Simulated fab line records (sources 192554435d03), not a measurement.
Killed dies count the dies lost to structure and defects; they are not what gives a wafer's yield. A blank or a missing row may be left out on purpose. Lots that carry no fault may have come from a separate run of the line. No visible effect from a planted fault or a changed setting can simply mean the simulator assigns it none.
Chamber matching + flow n5-finfet + 4 sister chambers for N5_BEOL_M13_ETCH_67 on rie-diel-06
The step etches SiARC in CF4, target depth 143 nm, time 238.3 s. 18 wafers are shown with their chamber, then 9 later ones without.

WAFERS PAIRED WITH THEIR CHAMBERS
| wafer  | chamber | drypump-motor-current-A (A) | etch-rf-on-time-s (s) | throttle-valve-pct (%) |
|--------|---------|-----------------------------|-----------------------|------------------------|
| L074.2 | 0       | 6.3                         | 251                   | 15.53                  |
| L074.5 | 3       | 6.4                         | 227                   | 15.02                  |
| L074.6 | 2       | 5.6                         | 240                   | 15.52                  |
| L077.1 | 0       | 6.3                         | 250                   | 15.53                  |
| L077.4 | 0       | 6.3                         | 250                   | 15.55                  |
| L077.5 | 3       | 6.5                         | 230                   | 15.03                  |
| L078.1 | 0       | 6.3                         | 250                   | 15.54                  |
| L078.2 | 1       | 5.7                         | 240                   | 15.99                  |
| L078.3 | 2       | 5.6                         | 246                   | 15.54                  |
| L082.1 | 3       | 6.4                         | 231                   | 15.04                  |
| L082.4 | 0       | 6.3                         | 250                   | 15.54                  |
| L082.5 | 3       | 6.4                         | 230                   | 15.08                  |
| L085.3 | 2       | 5.6                         | 245                   | 15.58                  |
| L085.4 | 0       | 6.3                         | 246                   | 15.58                  |
| L085.5 | 0       | 6.3                         | 248                   | 15.56                  |
| L087.1 | 3       | 6.4                         | 230                   | 15.10                  |
| L087.4 | 0       | 6.3                         | 249                   | 15.57                  |
| L087.6 | 1       | 5.8                         | 236                   | 15.47                  |

SIGNATURES (means of the wafers above)
| reading                 | chamber 0 | chamber 1 | chamber 2 | chamber 3 | scatter within a chamber |
|-------------------------|-----------|-----------|-----------|-----------|--------------------------|
| drypump-motor-current-A | 6.300     | 5.750     | 5.600     | 6.420     | 0.0305                   |
| etch-rf-on-time-s       | 249.25    | 238.00    | 243.67    | 229.60    | 1.99                     |
| throttle-valve-pct      | 15.5500   | 15.7300   | 15.5467   | 15.0540   | 0.101                    |
Rule: for a wafer and a chamber, the distance is found by dividing, reading by reading, the gap between the wafer's reading and the chamber's mean by the reading's scatter, squaring, summing and taking the root. The wafer belongs to the nearest chamber; if the next one is less than 2 further off, it can't be placed. How the scatter is found: for the shown wafers, subtract from each reading the mean of its chamber, square and add these, divide the total by (wafers less chambers), then take the root.

WAFERS WITHOUT THEIR CHAMBER
| wafer  | drypump-motor-current-A (A) | etch-rf-on-time-s (s) | throttle-valve-pct (%) |
|--------|-----------------------------|-----------------------|------------------------|
| L088.1 | 5.6                         | 244                   | 15.59                  |
| L088.4 | 5.8                         | 229                   | 15.48                  |
| L088.5 | 5.6                         | 244                   | 15.59                  |
| L092.2 | 5.7                         | 234                   | 15.49                  |
| L092.4 | 6.3                         | 245                   | 15.60                  |
| L092.5 | 6.5                         | 227                   | 15.10                  |
| L097.1 | 6.5                         | 225                   | 15.12                  |
| L097.2 | 6.3                         | 242                   | 15.61                  |
| L097.3 | 5.8                         | 228                   | 15.50                  |

CHAMBER TAKEN BY EACH
| wafer  | from the rows above | in truth |
|--------|---------------------|----------|
| L088.1 | 2                   | 2        |
| L088.4 | 1                   | 1        |
| L088.5 | 2                   | 2        |
| L092.2 | 1                   | 1        |
| L092.4 | 0                   | 0        |
| L092.5 | 3                   | 3        |
| L097.1 | 3                   | 3        |
| L097.2 | 0                   | 0        |
| L097.3 | 1                   | 1        |
Placed correctly: 9 of 9. Can't be placed from these rows: 0. Number placed wrongly: 0.
